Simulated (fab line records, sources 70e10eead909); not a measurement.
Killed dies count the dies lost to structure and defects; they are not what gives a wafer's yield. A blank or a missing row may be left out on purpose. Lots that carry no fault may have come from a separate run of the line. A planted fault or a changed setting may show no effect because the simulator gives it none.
Which tool was responsible? / flow nand harc / 12 lots with 35 wafers sampled at 5 steps, on a route of 1159 steps

== WHAT THE GAUGES READ, wafer by wafer ==
NHARC_A_CONTACT_OVL_MEAS_09.
lot=L434; measured=day 16 19:56; on=overlay-02; overlay x nm (nm)=0.1 0.1 0.2; overlay y nm (nm)=-0.6 -0.5 -0.6
lot=L433; measured=day 17 00:20; on=overlay-01; overlay x nm (nm)=1.4 1.1 1.1; overlay y nm (nm)=-1.2 -0.5 -1.4
lot=L438; measured=day 17 18:43; on=overlay-02; overlay x nm (nm)=-0.6 0.4 0.4; overlay y nm (nm)=1.0 0.3 0.4
lot=L435; measured=day 17 19:07; on=overlay-01; overlay x nm (nm)=-1.0 -0.5 -0.3; overlay y nm (nm)=-0.7 -0.2 -0.2
lot=L439; measured=day 17 21:48; on=overlay-01; overlay x nm (nm)=-0.2 0.0 0.0; overlay y nm (nm)=0.2 -0.1 0.3
lot=L443; measured=day 19 07:09; on=overlay-02; overlay x nm (nm)=-0.9 -1.2 -0.8; overlay y nm (nm)=0.3 0.3 -0.2
lot=L442; measured=day 19 10:52; on=overlay-02; overlay x nm (nm)=-0.3 -0.8 -0.7; overlay y nm (nm)=0.4 0.4 0.9
lot=L444; measured=day 20 07:22; on=overlay-01; overlay x nm (nm)=0.1 -0.1; overlay y nm (nm)=2.5 1.6
lot=L450; measured=day 20 17:08; on=overlay-02; overlay x nm (nm)=0.4 0.3 0.5; overlay y nm (nm)=-1.1 -0.9 -1.3
lot=L451; measured=day 22 05:59; on=overlay-01; overlay x nm (nm)=0.2 0.4 0.0; overlay y nm (nm)=-0.7 -1.3 -1.5
lot=L453; measured=day 22 18:50; on=overlay-01; overlay x nm (nm)=-0.7 -1.2 -0.3; overlay y nm (nm)=2.2 2.4 2.1
lot=L456; measured=day 22 21:20; on=overlay-02; overlay x nm (nm)=0.2 0.0 0.5; overlay y nm (nm)=-1.3 -1.1 -1.1

NHARC_END_SORT_01.
lot=L433; measured=day 19 10:24; on=prober-01; killed at array=29 26 30; killed at other=1 0 1; killed at periphery=1 4 1; killed dies=31 30 32; killed open=2 4 1; killed short=1 2 1
lot=L451; measured=day 24 12:37; on=prober-02; killed at array=29 21 21; killed at other=0 1 1; killed at periphery=1 4 3; killed dies=30 26 25; killed open=3 2 2; killed short=1 2 4

== EACH LOT AND THE TOOL THAT RAN IT (in order: tool; ch and the chambers of the sampled wafers; start) ==
lot=L434; NHARC_A_CONTACT_DESCUM_13=rie diel-13 ch 0,2, day 16 20:02; NHARC_A_CONTACT_ETCH_89=rie diel-13 ch 1,2, day 16 22:11 or earlier; NHARC_A_CONTACT_ETCH_92=rie diel-07 ch 1,2,3, day 16 22:11
lot=L433; NHARC_A_CONTACT_DESCUM_13=rie diel-07 ch 1,3, day 17 00:26; NHARC_A_CONTACT_ETCH_89=rie diel-07 ch 1,2, day 17 03:17 or earlier; NHARC_A_CONTACT_ETCH_92=rie diel-01 ch 1,2,3, day 17 03:17
lot=L438; NHARC_A_CONTACT_DESCUM_13=rie diel-07 ch 1,2,3, day 17 18:50; NHARC_A_CONTACT_ETCH_89=rie diel-07 ch 1,2,3, day 17 20:55 or earlier; NHARC_A_CONTACT_ETCH_92=rie diel-07 ch 0,3, day 17 20:55
lot=L435; NHARC_A_CONTACT_DESCUM_13=rie diel-01 ch 2,3, day 17 19:13; NHARC_A_CONTACT_ETCH_89=rie diel-01 ch 0,1,2, day 17 21:26 or earlier; NHARC_A_CONTACT_ETCH_92=rie diel-01 ch 0,1, day 17 21:26
lot=L439; NHARC_A_CONTACT_DESCUM_13=rie diel-01 ch 0,2, day 17 21:55; NHARC_A_CONTACT_ETCH_89=rie diel-01 ch 0,1,3, day 18 00:26 or earlier; NHARC_A_CONTACT_ETCH_92=rie diel-01 ch 0,1,3, day 18 00:26
lot=L443; NHARC_A_CONTACT_DESCUM_13=rie diel-07 ch 1,2,3, day 19 07:16; NHARC_A_CONTACT_ETCH_89=rie diel-07 ch 0,1,2, day 19 09:24 or earlier; NHARC_A_CONTACT_ETCH_92=rie diel-07 ch 0,1,3, day 19 09:24
lot=L442; NHARC_A_CONTACT_DESCUM_13=rie diel-07 ch 1,2,3, day 19 10:58; NHARC_A_CONTACT_ETCH_89=rie diel-07 ch 0,2,3, day 19 13:23 or earlier; NHARC_A_CONTACT_ETCH_92=rie diel-07 ch 1,2,3, day 19 13:23
lot=L444; NHARC_A_CONTACT_DESCUM_13=rie diel-01 ch 2,3, day 20 07:31; NHARC_A_CONTACT_ETCH_89=rie diel-01 ch 2,3, day 20 09:42 or earlier; NHARC_A_CONTACT_ETCH_92=rie diel-07 ch 2,3, day 20 09:42
lot=L450; NHARC_A_CONTACT_DESCUM_13=rie diel-01 ch 1,2,3, day 20 17:19; NHARC_A_CONTACT_ETCH_89=rie diel-01 ch 0,3, day 20 20:10 or earlier; NHARC_A_CONTACT_ETCH_92=rie diel-13 ch 0,2, day 20 20:10
lot=L451; NHARC_A_CONTACT_DESCUM_13=rie diel-07 ch 2,3, day 22 06:10; NHARC_A_CONTACT_ETCH_89=rie diel-07 ch 0,2,3, day 22 08:14 or earlier; NHARC_A_CONTACT_ETCH_92=rie diel-13 ch 0,3, day 22 08:14
lot=L453; NHARC_A_CONTACT_DESCUM_13=rie diel-01 ch 0,1,3, day 22 18:56; NHARC_A_CONTACT_ETCH_89=rie diel-01 ch 0,2,3, day 22 22:18 or earlier; NHARC_A_CONTACT_ETCH_92=rie diel-01 ch 1,3, day 22 22:18
lot=L456; NHARC_A_CONTACT_DESCUM_13=rie diel-07 ch 2,3, day 22 21:26; NHARC_A_CONTACT_ETCH_89=rie diel-07 ch 0,2,3, day 22 23:32 or earlier; NHARC_A_CONTACT_ETCH_92=rie diel-07 ch 1,2,3, day 22 23:32
- NHARC_A_CONTACT_DESCUM_13: chemistry O2, time 3 s.
- NHARC_A_CONTACT_ETCH_89: etches the open film in N2/H2, target depth 260 nm, time 475.3 s.
- NHARC_A_CONTACT_ETCH_92: etches the open film in CH3F/O2, target depth 40 nm, time 85.7 s.

== WHAT THE TOOLS THEMSELVES READ (means of the sampled wafers that have a number; where no wafer has one, the mark that the record gives instead) ==
NHARC_A_CONTACT_DESCUM_13.
lot=L434; tool=rie diel-13; drypump motor current A (A)=5.5; oes product au (a.u.)=1.011; rf vpp V (V)=57.8; showerhead plenum p Torr (Torr)=1.95; throttle valve pct (%)=11.312
lot=L433; tool=rie diel-07; drypump motor current A (A)=5.8; oes product au (a.u.)=0.998; rf vpp V (V)=57.7; showerhead plenum p Torr (Torr)=1.90; throttle valve pct (%)=11.308
lot=L438; tool=rie diel-07; drypump motor current A (A)=5.8; oes product au (a.u.)=0.997; rf vpp V (V)=56.6; showerhead plenum p Torr (Torr)=1.83; throttle valve pct (%)=11.304
lot=L435; tool=rie diel-01; drypump motor current A (A)=6.0; oes product au (a.u.)=1.005; rf vpp V (V)=57.5; showerhead plenum p Torr (Torr)=1.95; throttle valve pct (%)=11.317
lot=L439; tool=rie diel-01; drypump motor current A (A)=5.7; oes product au (a.u.)=1.007; rf vpp V (V)=58.3; showerhead plenum p Torr (Torr)=1.85; throttle valve pct (%)=11.301
lot=L443; tool=rie diel-07; drypump motor current A (A)=5.8; oes product au (a.u.)=1.008; rf vpp V (V)=57.5; showerhead plenum p Torr (Torr)=1.93; throttle valve pct (%)=11.317
lot=L442; tool=rie diel-07; drypump motor current A (A)=5.8; oes product au (a.u.)=1.007; rf vpp V (V)=57.6; showerhead plenum p Torr (Torr)=1.93; throttle valve pct (%)=11.307
lot=L444; tool=rie diel-01; drypump motor current A (A)=5.9; oes product au (a.u.)=1.010; rf vpp V (V)=57.8; showerhead plenum p Torr (Torr)=1.93; throttle valve pct (%)=11.299
lot=L450; tool=rie diel-01; drypump motor current A (A)=5.9; oes product au (a.u.)=1.005; rf vpp V (V)=57.4; showerhead plenum p Torr (Torr)=1.89; throttle valve pct (%)=11.319
lot=L451; tool=rie diel-07; drypump motor current A (A)=5.9; oes product au (a.u.)=0.997; rf vpp V (V)=57.7; showerhead plenum p Torr (Torr)=1.86; throttle valve pct (%)=11.313
lot=L453; tool=rie diel-01; drypump motor current A (A)=5.6; oes product au (a.u.)=1.003; rf vpp V (V)=57.3; showerhead plenum p Torr (Torr)=1.83; throttle valve pct (%)=11.316
lot=L456; tool=rie diel-07; drypump motor current A (A)=5.7; oes product au (a.u.)=0.999; rf vpp V (V)=58.3; showerhead plenum p Torr (Torr)=1.97; throttle valve pct (%)=11.313

NHARC_A_CONTACT_ETCH_89.
lot=L434; tool=rie diel-13; drypump motor current A (A)=5.9; oes product au (a.u.)=1.011; rf vpp V (V)=433; showerhead plenum p Torr (Torr)=2.11; throttle valve pct (%)=14.173
lot=L433; tool=rie diel-07; drypump motor current A (A)=5.6; oes product au (a.u.)=1.002; rf vpp V (V)=430; showerhead plenum p Torr (Torr)=2.02; throttle valve pct (%)=14.170
lot=L438; tool=rie diel-07; drypump motor current A (A)=5.8; oes product au (a.u.)=0.998; rf vpp V (V)=428; showerhead plenum p Torr (Torr)=1.94; throttle valve pct (%)=14.178
lot=L435; tool=rie diel-01; drypump motor current A (A)=5.8; oes product au (a.u.)=1.015; rf vpp V (V)=428; showerhead plenum p Torr (Torr)=1.98; throttle valve pct (%)=14.174
lot=L439; tool=rie diel-01; drypump motor current A (A)=5.6; oes product au (a.u.)=1.003; rf vpp V (V)=428; showerhead plenum p Torr (Torr)=1.96; throttle valve pct (%)=14.170
lot=L443; tool=rie diel-07; drypump motor current A (A)=5.4; oes product au (a.u.)=0.996; rf vpp V (V)=433; showerhead plenum p Torr (Torr)=2.15; throttle valve pct (%)=14.184
lot=L442; tool=rie diel-07; drypump motor current A (A)=5.5; oes product au (a.u.)=0.999; rf vpp V (V)=432; showerhead plenum p Torr (Torr)=2.09; throttle valve pct (%)=14.168
lot=L444; tool=rie diel-01; drypump motor current A (A)=5.9; oes product au (a.u.)=1.003; rf vpp V (V)=432; showerhead plenum p Torr (Torr)=2.05; throttle valve pct (%)=14.178
lot=L450; tool=rie diel-01; drypump motor current A (A)=5.4; oes product au (a.u.)=1.007; rf vpp V (V)=428; showerhead plenum p Torr (Torr)=1.95; throttle valve pct (%)=14.174
lot=L451; tool=rie diel-07; drypump motor current A (A)=5.6; oes product au (a.u.)=1.006; rf vpp V (V)=432; showerhead plenum p Torr (Torr)=2.08; throttle valve pct (%)=14.172
lot=L453; tool=rie diel-01; drypump motor current A (A)=5.7; oes product au (a.u.)=0.999; rf vpp V (V)=430; showerhead plenum p Torr (Torr)=2.00; throttle valve pct (%)=14.177
lot=L456; tool=rie diel-07; drypump motor current A (A)=5.5; oes product au (a.u.)=1.001; rf vpp V (V)=432; showerhead plenum p Torr (Torr)=2.08; throttle valve pct (%)=14.176

NHARC_A_CONTACT_ETCH_92.
lot=L434; tool=rie diel-07; drypump motor current A (A)=5.8; oes product au (a.u.)=0.929; rf vpp V (V)=243.0; showerhead plenum p Torr (Torr)=2.35; throttle valve pct (%)=20.666
lot=L433; tool=rie diel-01; drypump motor current A (A)=5.9; oes product au (a.u.)=0.935; rf vpp V (V)=244.2; showerhead plenum p Torr (Torr)=2.44; throttle valve pct (%)=20.662
lot=L438; tool=rie diel-07; drypump motor current A (A)=5.4; oes product au (a.u.)=0.932; rf vpp V (V)=244.1; showerhead plenum p Torr (Torr)=2.49; throttle valve pct (%)=20.669
lot=L435; tool=rie diel-01; drypump motor current A (A)=5.7; oes product au (a.u.)=0.933; rf vpp V (V)=242.2; showerhead plenum p Torr (Torr)=2.33; throttle valve pct (%)=20.652
lot=L439; tool=rie diel-01; drypump motor current A (A)=5.6; oes product au (a.u.)=0.932; rf vpp V (V)=242.9; showerhead plenum p Torr (Torr)=2.37; throttle valve pct (%)=20.663
lot=L443; tool=rie diel-07; drypump motor current A (A)=5.6; oes product au (a.u.)=0.872; rf vpp V (V)=244.1; showerhead plenum p Torr (Torr)=2.46; throttle valve pct (%)=20.661
lot=L442; tool=rie diel-07; drypump motor current A (A)=5.8; oes product au (a.u.)=0.873; rf vpp V (V)=245.4; showerhead plenum p Torr (Torr)=2.48; throttle valve pct (%)=20.655
lot=L444; tool=rie diel-07; drypump motor current A (A)=5.8; oes product au (a.u.)=0.834; rf vpp V (V)=244.2; showerhead plenum p Torr (Torr)=2.47; throttle valve pct (%)=20.666
lot=L450; tool=rie diel-13; drypump motor current A (A)=5.6; oes product au (a.u.)=1.000; rf vpp V (V)=245.8; showerhead plenum p Torr (Torr)=2.56; throttle valve pct (%)=20.658
lot=L451; tool=rie diel-13; drypump motor current A (A)=5.4; oes product au (a.u.)=0.985; rf vpp V (V)=242.9; showerhead plenum p Torr (Torr)=2.39; throttle valve pct (%)=20.665
lot=L453; tool=rie diel-01; drypump motor current A (A)=5.7; oes product au (a.u.)=0.925; rf vpp V (V)=242.9; showerhead plenum p Torr (Torr)=2.37; throttle valve pct (%)=20.670
lot=L456; tool=rie diel-07; drypump motor current A (A)=5.8; oes product au (a.u.)=0.921; rf vpp V (V)=244.1; showerhead plenum p Torr (Torr)=2.47; throttle valve pct (%)=20.658

== THE ANSWER, worked out from the rows above alone ==
Rule: what is usual is taken from the lots themselves. The widest of any qualifying gaps counts: lots, ordered by their means at a reading, are off when they make up no more than a third of the lots, leave a main group of 4 or more, and stand apart from it by 3 or more times the standard deviation of that group's means. A main group is skipped when, at the precision printed for the reading in the tables above, its means are all equal. Also off: a lot with no number at a reading for which 4 or more lots have one. All remaining lots with rows at the step are treated as sound. After the gauges, taken in route order, come the tools' own readings; for these a lot's mean is taken, as printed above. The first step at which some lot is off is used, and at that step the reading that is off furthest; a lot without a number counts as furthest.
Nothing can be told from this: no lot is off at any reading shown.

== WHAT WAS PUT IN BY THE SIMULATOR ==
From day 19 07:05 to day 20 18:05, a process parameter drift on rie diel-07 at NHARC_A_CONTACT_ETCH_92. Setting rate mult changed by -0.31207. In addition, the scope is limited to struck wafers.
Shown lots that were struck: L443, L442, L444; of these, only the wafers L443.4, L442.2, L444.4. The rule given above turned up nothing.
